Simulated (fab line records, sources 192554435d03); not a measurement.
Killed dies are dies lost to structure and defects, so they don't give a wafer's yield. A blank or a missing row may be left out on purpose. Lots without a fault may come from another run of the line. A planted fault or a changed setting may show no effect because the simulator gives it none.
Chamber matching | flow n5_finfet | N5_FIN_SAQP_MANDREL_ETCH_22 on rie_si-02: 4 sister chambers
The step etches a-Si in HBr/Cl2, stops on SiNx, target depth 60 nm, bt time 10 s, time 30 s. 8 wafers are shown with their chamber, then 11 later ones without.

WAFERS WITH THEIR CHAMBER
wafer  | chamber | throttle_valve_pct (%) | oes_product_au (a.u.)
L083.2 | 0       | 35.01                  | 0.767
L083.5 | 0       | 35.01                  | 0.770
L083.6 | 3       | 35.26                  | 0.744
L084.2 | 3       | 35.26                  | 0.749
L087.1 | 2       | 35.55                  | 0.785
L087.5 | 2       | 35.53                  | 0.788
L087.6 | 1       | 35.68                  | 0.764
L092.1 | 1       | 35.68                  | 0.774

WAFERS WITHOUT THEIR CHAMBER
wafer  | throttle_valve_pct (%) | oes_product_au (a.u.)
L092.2 | 35.49                  | 0.788
L092.3 | 35.27                  | 0.743
L093.3 | 35.70                  | 0.772
L093.4 | 35.53                  | 0.793
L093.6 | 35.68                  | 0.780
L094.1 | 35.69                  | 0.768
L094.5 | 35.53                  | 0.783
L094.6 | 35.67                  | 0.772
L097.3 | 35.03                  | 0.770
L097.5 | 35.25                  | 0.758
L097.6 | 35.00                  | 0.775

WHICH CHAMBER EACH WENT THROUGH
wafer  | from the rows above | in truth
L092.2 | 2                   | 2
L092.3 | 3                   | 3
L093.3 | 1                   | 1
L093.4 | 2                   | 2
L093.6 | 1                   | 1
L094.1 | 1                   | 1
L094.5 | 2                   | 2
L094.6 | 1                   | 1
L097.3 | 0                   | 0
L097.5 | 3                   | 3
L097.6 | 0                   | 0
Placed correctly: 11 of 11. Can't be placed from these rows: 0. Placed wrongly: 0.
How it was worked out, from the rows above alone: a wafer's distance from a chamber is the root of the sum, over the readings, of the square of ((its reading less the chamber's mean) divided by the reading's scatter). The wafer belongs to the nearest chamber; if the next one is less than 2 further off, it can't be placed. A chamber's mean is the mean of its shown wafers. The scatter: the root of (the sum of the squares of (reading less its chamber's mean) over the shown wafers, divided by (wafers less chambers)).
